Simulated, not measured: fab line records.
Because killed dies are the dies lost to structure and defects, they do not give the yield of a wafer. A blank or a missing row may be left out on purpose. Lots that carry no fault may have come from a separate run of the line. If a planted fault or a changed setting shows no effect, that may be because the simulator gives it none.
fab line records | flow n5-finfet
record lots=12 | wafers=36 | last-day=20
route steps=1938 shown HKMG_FIN@402 PASSIVATION@1936
lots with no fault: from the same line, run without faults
start-h: start of the lot's first displayed wafer, in hours after the record's first day | wait-h: hours since the lot's step before | " repeats the value in the row above | L1.1+2: a single row standing in for several wafers | - no value, or no start given | * or withheld: withheld | < > ~ a bound
route shown NAME@n: a module of which the file shows steps, and the number in the route of the first | usual: mean and standard deviation over wafers with no fault | same: alike in all rows | chamber/n: place in a boat | sites: the reading at each site | _std_site: how widely they spread, as a standard deviation | _edge_site: the outer-site mean with the inner-site mean subtracted | radius-mm: how far each site lies from the wafer's centre | mask NAME#n: copy n | behind: the tool/chamber that last shaped the wafer | hold: why the lot was held/for how many hours/how that ended | device: the transistor (n, p or np) that didn't switch | end of line: the route-end tests of the same wafers | a step given without rows: its recipe and nothing more | killed: at the first sort, the dies lost to defects and structure; wafer yield is something else | map: the dies of a wafer, with x for killed, . for not killed, _ for no die there
set.NAME: setting as actually run; set.NAME@STEP: the setting as run at that earlier step | model.NAME: the simulator's own value behind a step, which no gauge read
the route's steps for a sample of lots (tables are steps, rows are wafers)
services: the hour from which a tool's chamber was out of use, counted from the record's first day as start-h (under 0 if before that day), plus the number of hours and why
## steps
# step N5_HKMG_FIN_ETCH_54
# recipe chemistry=CF4 | target=SiARC | target-depth-a=455 | mask-material=CAR-ArF | time-s=75.8 | ion-energy-ev=80 | pressure-mtorr=40 | source-w=545 | bias-w=36 | Ar_flow_sccm=100 | cf4-flow-sccm=100 | ends=cleared
# usual bias-w=36.01/0.12 | drypump-motor-current-A=5.5/0.51 | etch-rf-on-time-s=75.5/0.99 | oes-product-au=0.71/0.079 | rf-vpp-V=184.5/1.3 | showerhead-plenum-p-Torr=2.17/0.082 | throttle-valve-pct=15.53/0.21
lot.wafer | tool        | chamber | start-h | wait-h | bias-w | drypump-motor-current-A | etch-rf-on-time-s | oes-product-au | rf-hours-counter-h | rf-vpp-V | showerhead-plenum-p-Torr | throttle-valve-pct
L812.1    | rie-diel-01 | 1       | 71.88   | 0.0    | 36.09  | 5.1                     | 74.5              | 0.83           | 2                  | 185.8    | 2.28                     | 15.43
L812.4    | "           | 0       | "       | "      | 35.93  | 5.7                     | 74.4              | 0.73           | -                  | 184.0    | 2.17                     | 15.40
L812.6    | "           | 2       | "       | "      | 35.92  | 5.3                     | 76.5              | 0.59           | -                  | 182.2    | 2.03                     | 15.84
L813.1    | rie-diel-04 | 1       | 78.69   | 0.0    | 36.13  | 5.0                     | 76.6              | 0.58           | 246                | 183.1    | 2.02                     | 15.65
L813.4    | "           | 2       | "       | "      | 36.03  | 6.1                     | 75.4              | 0.72           | 59                 | 183.8    | 2.17                     | 15.31
L813.5    | "           | 3       | "       | "      | 36.05  | 6.0                     | 78.7              | 0.59           | -                  | 183.6    | 2.04                     | 15.93
L815.1    | rie-diel-03 | 2       | 91.35   | 0.0    | 36.05  | 5.3                     | 76.4              | 0.63           | 176                | 182.0    | 2.05                     | 15.71
L815.4    | "           | 3       | "       | "      | 35.98  | 4.8                     | 76.1              | 0.63           | 177                | 185.0    | 2.22                     | 15.85
L815.5    | "           | 3       | "       | "      | 36.07  | 4.8                     | 75.9              | 0.63           | -                  | 183.4    | 2.22                     | 15.85
L816.1    | rie-diel-03 | 1       | 94.18   | 0.0    | 35.86  | 6.5                     | 74.1              | 0.79           | 25                 | 183.7    | 2.27                     | 15.45
L816.4    | "           | 2       | "       | "      | 35.90  | 5.3                     | 75.6              | 0.64           | 176                | 183.5    | 2.05                     | 15.71
L816.6    | "           | 2       | "       | "      | 36.05  | 5.3                     | 75.4              | 0.63           | -                  | 183.1    | 2.05                     | 15.72
L817.4    | rie-diel-03 | 0       | 103.51  | 0.0    | 36.11  | 5.5                     | 74.6              | 0.60           | -                  | 183.7    | 2.11                     | 15.67
L817.5    | "           | 1       | "       | "      | 35.99  | 6.5                     | 75.6              | 0.77           | -                  | 184.1    | 2.27                     | 15.45
L817.6    | "           | 3       | "       | "      | 36.09  | 4.9                     | 75.2              | 0.64           | -                  | 185.4    | 2.22                     | 15.87
L819.1    | rie-diel-01 | 2       | 113.25  | 0.0    | 36.20  | 5.3                     | 74.5              | 0.83           | 4                  | 186.3    | 2.28                     | 15.37
L819.4    | "           | 3       | "       | "      | 35.99  | 6.3                     | 73.0              | 0.80           | 10                 | 185.6    | 2.11                     | 15.51
L819.5    | "           | 3       | "       | "      | 36.07  | 6.3                     | 73.3              | 0.81           | -                  | 184.6    | 2.11                     | 15.52
L822.2    | rie-diel-03 | 0       | 132.63  | 0.0    | 36.02  | 5.5                     | 74.9              | 0.60           | 237                | 183.8    | 2.11                     | 15.68
L822.3    | "           | 1       | "       | "      | 36.02  | 6.5                     | 75.4              | 0.75           | 39                 | 186.9    | 2.27                     | 15.47
L822.5    | "           | 2       | "       | "      | 36.02  | 5.3                     | 76.9              | 0.62           | -                  | 182.7    | 2.05                     | 15.73
L823.3    | rie-diel-03 | 0       | 146.99  | 0.0    | 36.06  | 5.5                     | 75.6              | 0.58           | 242                | 184.6    | 2.11                     | 15.69
L823.4    | "           | 1       | "       | "      | 35.87  | 6.5                     | 74.8              | 0.76           | 43                 | 186.1    | 2.26                     | 15.49
L823.5    | "           | 0       | "       | "      | 36.06  | 5.5                     | 75.1              | 0.59           | -                  | 183.9    | 2.11                     | 15.69
L827.3    | rie-diel-04 | 2       | 164.01  | 0.0    | 36.03  | 6.1                     | 75.9              | 0.68           | 85                 | 185.1    | 2.16                     | 15.36
L827.4    | "           | 3       | "       | "      | 35.86  | 6.0                     | 78.1              | 0.58           | 244                | 183.2    | 2.03                     | 15.96
L827.6    | "           | 1       | "       | "      | 36.08  | 5.0                     | 76.2              | 0.77           | -                  | 184.9    | 2.27                     | 15.18
L826.1    | rie-diel-03 | 1       | 164.70  | 0.0    | 36.12  | 6.5                     | 75.2              | 0.74           | 51                 | 185.8    | 2.26                     | 15.50
L826.4    | "           | 2       | "       | "      | 36.08  | 5.3                     | 76.8              | 0.62           | 193                | 182.4    | 2.05                     | 15.74
L826.6    | "           | 2       | "       | "      | 35.84  | 5.3                     | 76.1              | 0.62           | -                  | 182.9    | 2.05                     | 15.75
L833.1    | rie-diel-04 | 2       | 200.02  | 0.0    | 35.78  | 6.1                     | 75.5              | 0.68           | 99                 | 183.9    | 2.16                     | 15.39
L833.3    | "           | 0       | "       | "      | 35.99  | 5.3                     | 76.7              | 0.75           | 46                 | 183.6    | 2.09                     | 15.45
L833.6    | "           | 0       | "       | "      | 36.23  | 5.3                     | 76.6              | 0.74           | -                  | 183.8    | 2.09                     | 15.45
L835.1    | rie-diel-01 | 0       | 229.38  | 0.0    | 35.91  | 5.7                     | 75.8              | 0.67           | 109                | 184.6    | 2.15                     | 15.52
L835.2    | "           | 2       | "       | "      | 36.05  | 5.3                     | 75.5              | 0.75           | 35                 | 187.1    | 2.27                     | 15.45
L835.5    | "           | 2       | "       | "      | 35.96  | 5.3                     | 75.3              | 0.75           | -                  | 186.9    | 2.27                     | 15.44
# step N5_HKMG_FIN_PEB_10
# recipe peb-temp-c=withheld | peb-time-s=60 | resist=CAR-ArF
lot.wafer  | tool           | chamber | start-h | wait-h
L812.1+4+6 | litho-track-02 | 0       | 75.07   | 0.1
L813.1+4+5 | litho-track-02 | 0       | 81.87   | 0.1
L815.1+4+5 | litho-track-02 | 0       | 94.52   | 0.1
L816.1+4+6 | litho-track-03 | 0       | 97.35   | 0.1
L817.4+5+6 | litho-track-03 | 0       | 106.70  | 0.0
L819.1+4+5 | litho-track-02 | 0       | 116.43  | 0.1
L822.2+3+5 | litho-track-03 | 0       | 135.81  | 0.0
L823.3+4+5 | litho-track-03 | 0       | 150.04  | 0.0
L827.3+4+6 | litho-track-01 | 0       | 167.20  | 0.0
L826.1+4+6 | litho-track-02 | 0       | 167.88  | 0.1
L833.1+3+6 | litho-track-02 | 0       | 203.16  | 0.1
L835.1+2+5 | litho-track-02 | 0       | 232.56  | 0.1
# step N5_HKMG_FIN_CD_MEAS_12
# recipe target-cd-nm=92.8 | landing-energy-ev=500 | detector=se-inlens
# usual cd-nm=93.1/0.49
lot.wafer | tool      | chamber | start-h | wait-h | cd-nm
L812.1    | cd-sem-01 | 0       | 75.14   | -      | 93.0
L812.4    | "         | 0       | "       | "      | 92.5
L812.6    | "         | 0       | "       | "      | 92.7
L813.1    | cd-sem-03 | 0       | 81.93   | -      | 93.2
L813.4    | "         | 0       | "       | "      | 92.9
L813.5    | "         | 0       | "       | "      | 93.1
L815.1    | cd-sem-01 | 0       | 94.58   | -      | 92.9
L815.4    | "         | 0       | "       | "      | 93.4
L815.5    | "         | 0       | "       | "      | 93.1
L816.1    | cd-sem-02 | 0       | 97.42   | -      | 93.2
L816.4    | "         | 0       | "       | "      | 93.6
L816.6    | "         | 0       | "       | "      | 93.7
L817.4    | cd-sem-03 | 0       | 106.77  | -      | 93.0
L817.5    | "         | 0       | "       | "      | 93.2
L817.6    | "         | 0       | "       | "      | 93.4
L819.1    | cd-sem-01 | 0       | 116.50  | -      | 92.8
L819.4    | "         | 0       | "       | "      | 93.3
L819.5    | "         | 0       | "       | "      | 92.7
L822.2    | cd-sem-02 | 0       | 135.87  | -      | 74.6
L822.3    | "         | 0       | "       | "      | 74.2
L822.5    | "         | 0       | "       | "      | 74.5
L823.3    | cd-sem-01 | 0       | 150.11  | -      | 75.6
L823.4    | "         | 0       | "       | "      | 75.3
L823.5    | "         | 0       | "       | "      | 75.6
L827.3    | cd-sem-01 | 0       | 167.27  | -      | 92.6
L827.4    | "         | 0       | "       | "      | 92.5
L827.6    | "         | 0       | "       | "      | 92.8
L826.1    | cd-sem-01 | 0       | 167.95  | -      | 93.7
L826.4    | "         | 0       | "       | "      | 93.0
L826.6    | "         | 0       | "       | "      | 93.7
L833.1    | cd-sem-03 | 0       | 203.23  | -      | 93.0
L833.3    | "         | 0       | "       | "      | 93.0
L833.6    | "         | 0       | "       | "      | 92.9
L835.1    | cd-sem-03 | 0       | 232.63  | -      | 92.5
L835.2    | "         | 0       | "       | "      | 92.9
L835.5    | "         | 0       | "       | "      | 92.4
# step N5_HKMG_FIN_OVL_MEAS_13
# recipe points-per-wafer=44
# usual NWFM_OVL=0.5/0.83
lot.wafer | tool       | chamber | start-h | wait-h | NWFM_OVL[nm]
L812.1    | overlay-02 | 0       | 75.17   | 0.0    | 1.4
L812.4    | "          | 0       | "       | "      | 1.3
L812.6    | "          | 0       | "       | "      | 0.5
L813.1    | overlay-02 | 0       | 81.96   | 0.0    | -0.3
L813.4    | "          | 0       | "       | "      | 0.6
L813.5    | "          | 0       | "       | "      | 0.5
L815.1    | overlay-01 | 0       | 94.61   | 0.0    | 1.6
L815.4    | "          | 0       | "       | "      | 1.7
L815.5    | "          | 0       | "       | "      | 0.7
L816.1    | overlay-02 | 0       | 97.45   | 0.0    | -0.5
L816.4    | "          | 0       | "       | "      | -0.3
L816.6    | "          | 0       | "       | "      | 0.6
L817.4    | overlay-01 | 0       | 106.80  | 0.0    | -0.4
L817.5    | "          | 0       | "       | "      | 0.9
L817.6    | "          | 0       | "       | "      | -0.5
L819.1    | overlay-01 | 0       | 116.53  | 0.0    | 0.9
L819.4    | "          | 0       | "       | "      | -0.3
L819.5    | "          | 0       | "       | "      | 1.0
L822.2    | overlay-02 | 0       | 135.90  | 0.0    | -0.7
L822.3    | "          | 0       | "       | "      | 1.3
L822.5    | "          | 0       | "       | "      | -0.2
L823.3    | overlay-02 | 0       | 150.14  | 0.0    | -0.4
L823.4    | "          | 0       | "       | "      | 1.0
L823.5    | "          | 0       | "       | "      | 0.2
L827.3    | overlay-01 | 0       | 167.30  | 0.0    | 0.2
L827.4    | "          | 0       | "       | "      | 0.7
L827.6    | "          | 0       | "       | "      | -0.5
L826.1    | overlay-02 | 0       | 167.98  | 0.0    | 0.3
L826.4    | "          | 0       | "       | "      | -0.2
L826.6    | "          | 0       | "       | "      | 0.4
L833.1    | overlay-01 | 0       | 203.26  | 0.0    | 1.4
L833.3    | "          | 0       | "       | "      | 1.2
L833.6    | "          | 0       | "       | "      | 1.6
L835.1    | overlay-02 | 0       | 232.66  | 0.0    | -0.7
L835.2    | "          | 0       | "       | "      | -1.1
L835.5    | "          | 0       | "       | "      | -1.2
# step N5_HKMG_FIN_INSPECT_14
# recipe mode=adi | inspect-instrument=macro
# usual raw-defect-count=2.1/1.6
lot.wafer | tool              | chamber | start-h | wait-h | raw-defect-count
L812.1    | defect-inspect-01 | -       | 75.19   | 0.0    | 4
L812.4    | "                 | -       | "       | "      | 4
L812.6    | "                 | -       | "       | "      | 4
L813.1    | defect-inspect-01 | -       | 81.99   | 0.0    | 3
L813.4    | "                 | -       | "       | "      | 1
L813.5    | "                 | -       | "       | "      | 3
L815.1    | defect-inspect-01 | -       | 94.64   | 0.0    | 0
L815.4    | "                 | -       | "       | "      | 3
L815.5    | "                 | -       | "       | "      | 1
L816.1    | defect-inspect-01 | -       | 97.48   | 0.0    | 2
L816.4    | "                 | -       | "       | "      | 4
L816.6    | "                 | -       | "       | "      | 2
L817.4    | defect-inspect-02 | -       | 106.82  | 0.0    | 5
L817.5    | "                 | -       | "       | "      | 3
L817.6    | "                 | -       | "       | "      | 1
L819.1    | defect-inspect-01 | -       | 116.55  | 0.0    | 7
L819.4    | "                 | -       | "       | "      | 2
L819.5    | "                 | -       | "       | "      | 3
L822.2    | defect-inspect-02 | -       | 135.93  | 0.0    | 2
L822.3    | "                 | -       | "       | "      | 4
L822.5    | "                 | -       | "       | "      | 1
L823.3    | defect-inspect-01 | -       | 150.16  | 0.0    | 2
L823.4    | "                 | -       | "       | "      | 2
L823.5    | "                 | -       | "       | "      | 4
L827.3    | defect-inspect-02 | -       | 167.32  | 0.0    | 1
L827.4    | "                 | -       | "       | "      | 0
L827.6    | "                 | -       | "       | "      | 1
L826.1    | defect-inspect-01 | -       | 168.00  | 0.0    | 3
L826.4    | "                 | -       | "       | "      | 7
L826.6    | "                 | -       | "       | "      | 3
L833.1    | defect-inspect-01 | -       | 203.28  | 0.0    | 1
L833.3    | "                 | -       | "       | "      | 2
L833.6    | "                 | -       | "       | "      | 2
L835.1    | defect-inspect-01 | -       | 232.68  | 0.0    | 0
L835.2    | "                 | -       | "       | "      | 3
L835.5    | "                 | -       | "       | "      | 4
# step N5_PASSIVATION_PROBE_49
# usual defect-limited-yield=91.1/1.5 | killed_at_M0_to_M3=36/11 | killed_at_M4_up=14/5.6 | killed-at-contacts=11/5.6 | killed-at-front-end=40/12 | killed-at-other=4/3.2 | killed-dies=105/17 | killed-open=69/12 | killed-short=34/8.4 | sort_bin_5_function=5.2/0.95 | sort_bin_6_memory=3.3/0.63 | sort-n-pass=1075/17 | sort-yield-pct=91.1/1.5
# same gross-dies=1180 | killed-at-back-side=0 | sort_bin_4_leakage[%]=0 | sort_bin_8_speed[%]=0
lot.wafer | tool      | chamber | start-h | wait-h | defect-limited-yield[%] | killed_at_M0_to_M3 | killed_at_M4_up | killed-at-contacts | killed-at-front-end | killed-at-other | killed-dies | killed-open | killed-short | sort_bin_5_function[%] | sort_bin_6_memory[%] | sort-n-pass | sort-yield-pct[%]
L826.1    | prober-02 | -       | 397.59  | 0.0    | 92.1                    | 43                 | 11              | 4                  | 34                  | 1               | 93          | 57          | 29           | 4.2                    | 3.0                  | 1087        | 92.1
L826.4    | prober-02 | -       | 397.74  | 0.2    | 91.7                    | 25                 | 12              | 10                 | 44                  | 7               | 98          | 63          | 35           | 4.8                    | 3.3                  | 1082        | 91.7
L826.6    | prober-02 | -       | 397.84  | 0.3    | 91.4                    | 20                 | 19              | 12                 | 39                  | 11              | 101         | 74          | 25           | 4.9                    | 3.4                  | 1079        | 91.4
# killed by level:class
L826.1 BEOL_M0_SAQP:geometric-particle:short=8 BEOL_M3:geometric-particle:open=8 BEOL_M0:geometric-particle:open=7 STI_FIN_REVEAL:geometric-particle:open=6 HKMG_FIN:area-etch=6 BEOL_M0_SAQP:geometric-particle:open=5 BEOL_M3:geometric-particle:short=5 FIN_SAQP:geometric-particle:open=4
L826.4 MOL_CONTACT_COAG:geometric-particle:open=10 DUMMY_GATE:geometric-particle:open=8 BEOL_M2:geometric-particle:open=8 FIN_SAQP:geometric-particle:short=7 STI_FIN_REVEAL:geometric-particle:open=6 BEOL_M0_SAQP:geometric-particle:short=6 FIN_SAQP:geometric-particle:open=5 GATE_CUT:geometric-particle:open=4
L826.6 BEOL_M4:geometric-particle:open=10 MOL_CONTACT_COAG:geometric-particle:open=9 DUMMY_GATE:geometric-particle:open=7 STI_FIN_REVEAL:geometric-particle:open=6 BEOL_M0_SAQP:geometric-particle:short=6 STARTING-WAFER:geometric-particle:open=5 BEOL_M2:geometric-particle:open=5 FIN_SAQP:geometric-particle:open=4
## services
tool        | chamber | start-h | hours | kind
rie-diel-01 | 3       | 67.95   | -     | clean
rie-diel-01 | 3       | 67.95   | -     | consumable-replace:focus-ring
rie-diel-01 | 3       | 67.95   | 17.7  | scheduled-down
rie-diel-01 | 3       | 67.95   | 17.7  | vent-cycle
rie-diel-01 | 2       | 85.67   | -     | clean
rie-diel-01 | 2       | 85.67   | -     | consumable-replace:focus-ring
rie-diel-01 | 2       | 85.67   | -     | consumable-replace:showerhead
rie-diel-01 | 2       | 85.67   | 16.1  | scheduled-down
rie-diel-01 | 2       | 85.67   | 16.1  | vent-cycle
rie-diel-04 | 1       | 92.78   | -     | clean
rie-diel-04 | 1       | 92.78   | -     | consumable-replace:focus-ring
rie-diel-04 | 1       | 92.78   | -     | consumable-replace:showerhead
rie-diel-04 | 1       | 92.78   | 18.6  | scheduled-down
rie-diel-04 | 1       | 92.78   | 18.6  | vent-cycle
rie-diel-04 | 3       | 103.26  | 4.3   | repair
rie-diel-01 | -       | 129.43  | 10.9  | repair
rie-diel-04 | 3       | 138.33  | 9.4   | repair
rie-diel-01 | 2       | 143.52  | 8.2   | repair
rie-diel-03 | 0       | 165.44  | -     | clean
rie-diel-03 | 0       | 165.44  | -     | consumable-replace:focus-ring
rie-diel-03 | 0       | 165.44  | 20.8  | scheduled-down
rie-diel-03 | 0       | 165.44  | 20.8  | vent-cycle
rie-diel-04 | 3       | 182.81  | -     | clean
rie-diel-04 | 3       | 182.81  | -     | consumable-replace:focus-ring
## key
first-sign step=N5_HKMG_FIN_CD_MEAS_12 | reading=cd-nm | direction=down | sigmas=37 | usual=93.1 | struck=74.9
effect none on later readings
met-at N5_HKMG_FIN_PEB_10
struck-lots L822,L823
rows-end L822.2,L822.3,L822.5,L823.3,L823.4,L823.5
not-acting-at N5_HKMG_FIN_ETCH_54,N5_HKMG_FIN_OVL_MEAS_13,N5_HKMG_FIN_INSPECT_14
onset-between 106.70 135.81
fault kind=process-parameter-drift | tool=litho-track-03 | chamber=- | onset-h=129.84 | steps=N5_HKMG_FIN_PEB_10 | channel=peb-time-s | offset=* | shape=step | acts-in=* | stated=*
# rows-end: these wafers met a further fault down the route, and their rows from its step on are left out
